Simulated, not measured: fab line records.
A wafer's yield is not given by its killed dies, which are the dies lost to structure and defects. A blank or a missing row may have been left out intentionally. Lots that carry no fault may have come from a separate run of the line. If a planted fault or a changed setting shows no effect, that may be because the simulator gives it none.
Shared-tool check | flow n5Finfet | 27 wafers sampled across 9 lots

THE REASON FOR OPENING IT
At N5_BEOL_M4_RC_MEAS_101 the reading VT_P_LONG is flagged on 3 of 9 lots. Wafers without a fault read -277.0 mV, standard deviation 2.8.
Rule: flag the lot when none of its wafers has a number, or when each of its wafers that has one lies beyond 4 standard deviations from that mean. As for the other lots, they are considered sound.

lot  | measured     | on        | VT_P_LONG (mV), wafer by wafer | flag
L434 | day 8 10:26  | prober-01 | -274.1 -272.7 -270.6           | 
L437 | day 9 02:31  | prober-02 | -277.1 -277.4 -274.7           | 
L444 | day 11 02:02 | prober-02 | -390.3 -383.6 -385.1           | FLAGGED
L443 | day 11 02:49 | prober-01 | -378.4 -379.0 -381.5           | FLAGGED
L445 | day 11 05:08 | prober-02 | -388.5 -390.5 -386.3           | FLAGGED
L452 | day 12 22:44 | prober-02 | -279.7 -281.0 -281.2           | 
L453 | day 13 02:18 | prober-02 | -275.6 -274.9 -273.7           | 
L454 | day 13 07:38 | prober-01 | -276.6 -276.3 -276.4           | 
L455 | day 13 08:45 | prober-02 | -276.2 -277.9 -275.4           | 
The numbers of the flagged lots are -384.8 mV on average: -107.8 mV against the usual, or -39 standard deviations.

EACH LOT AND THE TOOL IT RAN ON
4 process steps preceding the reading are held in the record, out of 1938 steps in the route. Each cell gives the tool, then ch followed by the chambers the sampled wafers passed through, then the start.
lot  | flag    | N5_HKMG_FIN_ETCH_55              | N5_HKMG_FIN_STRIP_60               | N5_HKMG_FIN_PWFM_ALD_03           | N5_HKMG_FIN_DESCUM_17
L434 |         | rieDiel-04 ch 0,1, day 4 11:52   | plasmaAsher-01 ch 0,1, day 4 12:39 | aldMetal-04 ch 0,1,2, day 4 14:14 | rieDiel-06 ch 1,2,3, day 4 15:10
L437 |         | rieDiel-06 ch 2,3, day 5 05:25   | plasmaAsher-02 ch 0,1, day 5 06:19 | aldMetal-02 ch 0,1,3, day 5 07:46 | rieDiel-06 ch 0,1, day 5 08:43
L444 | FLAGGED | rieDiel-04 ch 0,2,3, day 7 02:07 | plasmaAsher-01 ch 0,1, day 7 02:55 | aldMetal-01 ch 0,1,3, day 7 04:34 | rieDiel-04 ch 0,2,3, day 7 05:29
L443 | FLAGGED | rieDiel-05 ch 0,1,3, day 6 22:13 | plasmaAsher-02 ch 0,1, day 6 23:07 | aldMetal-04 ch 0,1,3, day 7 00:59 | rieDiel-05 ch 0,3, day 7 01:55
L445 | FLAGGED | rieDiel-06 ch 0,1,2, day 7 12:15 | plasmaAsher-01 ch 0,1, day 7 13:02 | aldMetal-02 ch 0,1, day 7 14:37   | rieDiel-05 ch 1,2,3, day 7 15:25
L452 |         | rieDiel-05 ch 1,2,3, day 9 04:54 | plasmaAsher-01 ch 0,1, day 9 05:43 | aldMetal-01 ch 0,2, day 9 07:17   | rieDiel-05 ch 0,2, day 9 08:23
L453 |         | rieDiel-05 ch 0,2,3, day 9 07:01 | plasmaAsher-01 ch 0,1, day 9 07:51 | aldMetal-04 ch 1,3, day 9 09:31   | rieDiel-05 ch 1,2, day 9 10:52
L454 |         | rieDiel-05 ch 0,2,3, day 9 16:08 | plasmaAsher-01 ch 0,1, day 9 17:05 | aldMetal-04 ch 0,1, day 9 18:38   | rieDiel-05 ch 0,1,3, day 9 19:34
L455 |         | rieDiel-06 ch 0,2,3, day 9 20:40 | plasmaAsher-01 ch 0,1, day 9 21:30 | aldMetal-02 ch 2,3, day 9 23:08   | rieDiel-04 ch 0,1,2, day 9 23:56
What these steps do:
- N5_HKMG_FIN_ETCH_55: etches SOC in N2/H2, target depth 240 nm, time 300 s.
- N5_HKMG_FIN_STRIP_60: strips in N2/H2, time 360 s.
- N5_HKMG_FIN_PWFM_ALD_03: deposits TiN, target thk 2 nm, pulse time 1 s, purge time 3 s.
- N5_HKMG_FIN_DESCUM_17: chemistry O2, time 7.9 s.
- N5_BEOL_M4_RC_MEAS_101

FLAGGED AGAINST TOTAL, ONE TOOL AT A TIME (gauges that did the reading follow at the end)
step                    | tool           | lots run | flagged | share of the flagged lots | sound lots run after its first flagged lot
N5_HKMG_FIN_ETCH_55     | rieDiel-04     | 2        | 1       | some                      | 0
N5_HKMG_FIN_ETCH_55     | rieDiel-05     | 4        | 1       | some                      | 3 (L452,L453,L454)
N5_HKMG_FIN_ETCH_55     | rieDiel-06     | 3        | 1       | some                      | 1 (L455)
N5_HKMG_FIN_STRIP_60    | plasmaAsher-01 | 7        | 2       | some                      | 4 (L452,L453,L454,L455)
N5_HKMG_FIN_STRIP_60    | plasmaAsher-02 | 2        | 1       | some                      | 0
N5_HKMG_FIN_PWFM_ALD_03 | aldMetal-01    | 2        | 1       | some                      | 1 (L452)
N5_HKMG_FIN_PWFM_ALD_03 | aldMetal-02    | 3        | 1       | some                      | 1 (L455)
N5_HKMG_FIN_PWFM_ALD_03 | aldMetal-04    | 4        | 1       | some                      | 2 (L453,L454)
N5_HKMG_FIN_DESCUM_17   | rieDiel-04     | 2        | 1       | some                      | 1 (L455)
N5_HKMG_FIN_DESCUM_17   | rieDiel-05     | 5        | 2       | some                      | 3 (L452,L453,L454)
N5_HKMG_FIN_DESCUM_17   | rieDiel-06     | 2        | 0       | none                      | -
N5_BEOL_M4_RC_MEAS_101  | prober-01      | 3        | 1       | some                      | 1 (L454)
N5_BEOL_M4_RC_MEAS_101  | prober-02      | 6        | 2       | some                      | 3 (L452,L453,L455)

THE TABLE: WHAT IT ALLOWS
No row of the table ran every flagged lot.

WHAT WAS PUT IN BY THE SIMULATOR
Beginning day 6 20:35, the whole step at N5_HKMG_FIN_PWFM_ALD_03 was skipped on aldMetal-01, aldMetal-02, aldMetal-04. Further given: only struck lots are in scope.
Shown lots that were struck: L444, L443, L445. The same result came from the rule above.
